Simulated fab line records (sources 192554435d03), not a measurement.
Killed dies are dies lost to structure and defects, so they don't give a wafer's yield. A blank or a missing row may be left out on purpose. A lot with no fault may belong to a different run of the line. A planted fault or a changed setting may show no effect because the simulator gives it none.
Split-lot experiment    flow n5 finfet    39 wafers read across 7 lots, on a route 1938 steps long

== ABOUT THE SPLIT ==
At N5_BEOL_M13_DEP_53 (deposits SiCN from 3MS/NH3, target thk 50 nm, time 17.8 s), the setting time s was moved away from the recipe's 17.8 s on 15 of the 39 wafers read, by -33.4% to +56.7%. All remaining wafers had this setting at the recipe value.

The reading comes from the split's own step.

== THE READING ==
SiCN_of_BEOL_M13_DEP_53.thk nm (the simulator's own value, which no gauge read), in nm, at N5_BEOL_M13_DEP_53 (deposits SiCN from 3MS/NH3, target thk 50 nm, time 17.8 s). There is no usual value for it anywhere in the file. Here, 24 wafers ran the recipe; their average is 50.2 nm with a standard deviation of 0.72 nm.

wafer   tool, chamber at the split  time s as run, s  against the recipe  SiCN_of_BEOL_M13_DEP_53.thk nm, nm  against lot-mates on the recipe
L079.1  pecvd-01, 2                 17.8              recipe              50.8                                -
L079.2  pecvd-01, 0,1               17.8              recipe              50                                  -
L079.3  pecvd-01, 0,1               17.8              recipe              50                                  -
L079.4  pecvd-01, 0                 17.8              recipe              51                                  -
L079.5  pecvd-01, 2                 17.8              recipe              51.2                                -
L079.6  pecvd-01, 1                 17.8              recipe              50.4                                -
L083.1  pecvd-03, 1                 27.89             +56.7%              77                                  +26.7
L083.2  pecvd-03, 0                 17.8              recipe              50                                  -
L083.3  pecvd-03, 2                 27.89             +56.7%              76.8                                +26.5
L083.4  pecvd-03, 0                 27.89             +56.7%              78.4                                +28.1
L083.5  pecvd-03, 1,2               17.8              recipe              50.4                                -
L083.6  pecvd-03, 1,2               17.8              recipe              50.4                                -
L084.1  pecvd-03, 0                 17.8              recipe              49.6                                -
L084.5  pecvd-03, 0                 17.8              recipe              50.2                                -
L084.6  pecvd-03, 1                 17.8              recipe              50                                  -
L086.1  pecvd-01, 1                 12.92             -27.4%              36.4                                -14.1
L086.2  pecvd-01, 2                 17.8              recipe              50.4                                -
L086.3  pecvd-01, 0                 17.8              recipe              50.8                                -
L086.4  pecvd-01, 0                 12.92             -27.4%              36.8                                -13.7
L086.5  pecvd-01, 1                 12.92             -27.4%              37.8                                -12.7
L086.6  pecvd-01, 2                 17.8              recipe              50.2                                -
L091.1  pecvd-01, 0                 26.67             +49.8%              73.2                                +23.5
L091.2  pecvd-01, 1                 17.8              recipe              48.6                                -
L091.3  pecvd-01, 2                 26.67             +49.8%              73.8                                +24.1
L091.4  pecvd-01, 1                 26.67             +49.8%              74.4                                +24.7
L091.5  pecvd-01, 0                 17.8              recipe              50.4                                -
L091.6  pecvd-01, 2                 17.8              recipe              50.2                                -
L092.1  pecvd-03, 0                 11.86             -33.4%              34.4                                -16.3
L092.2  pecvd-03, 1                 11.86             -33.4%              33.8                                -16.9
L092.3  pecvd-03, 2                 17.8              recipe              49.8                                -
L092.4  pecvd-03, 0                 17.8              recipe              51                                  -
L092.5  pecvd-03, 2                 17.8              recipe              51.2                                -
L092.6  pecvd-03, 1                 11.86             -33.4%              34.6                                -16.1
L089.1  pecvd-02, 2                 17.8              recipe              49.2                                -
L089.2  pecvd-02, 1                 17.8              recipe              48.2                                -
L089.3  pecvd-02, 0                 24.77             +39.2%              68                                  +18.9
L089.4  pecvd-02, 0                 24.77             +39.2%              69.4                                +20.3
L089.5  pecvd-02, 2                 24.77             +39.2%              68.8                                +19.7
L089.6  pecvd-02, 1                 17.8              recipe              49.8                                -
Rows listing several chambers each stand for several wafers; the file does not say which wafer went through which chamber.

THE FIT
A straight line over all 39 wafers: SiCN_of_BEOL_M13_DEP_53.thk nm changes by +0.477 nm for each +1% of time s; r = +1.00; the points scatter about the line by 0.69 nm.
The same after taking each lot's own level away (the mean of its wafers on the recipe; 39 wafers): +0.487 nm for each +1%; r = +1.00; scatter 0.59 nm.
That fit puts the effect of the largest move of time s on the reading at 28 nm.
Across the lots, their own levels run from 49.07 to 50.67 nm, a range of 2.2 times the standard deviation given above.
Consequently the slope shifts little with the lot-to-lot level, the two slopes agreeing.
Check: for one of the wafers moved furthest among these (+56.7%), held out of the fit, the line's prediction against its lot-mates is +27.7 nm. Against them it came out at +26.7 nm.

== ADDITIONAL SPLITS CARRIED BY THESE WAFERS ==
Before the reading, these wafers also passed through other splits. Each is held against what the fit with the lots' levels taken away leaves over:
other split on the same wafers     wafers away from the commonest value  r with SiCN_of_BEOL_M13_DEP_53.thk nm (lot level and that fit taken away)
N5_BEOL_M5_TRENCH_ETCH_37 time s   15                                    +0.06
N5_BEOL_M9_HM_DEP_02 target thk a  9                                     -0.05

== FILE'S OWN FIT ==
SiCN_of_BEOL_M13_DEP_53.thk nm changes by +0.486 nm for each +1% of time s, r = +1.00.
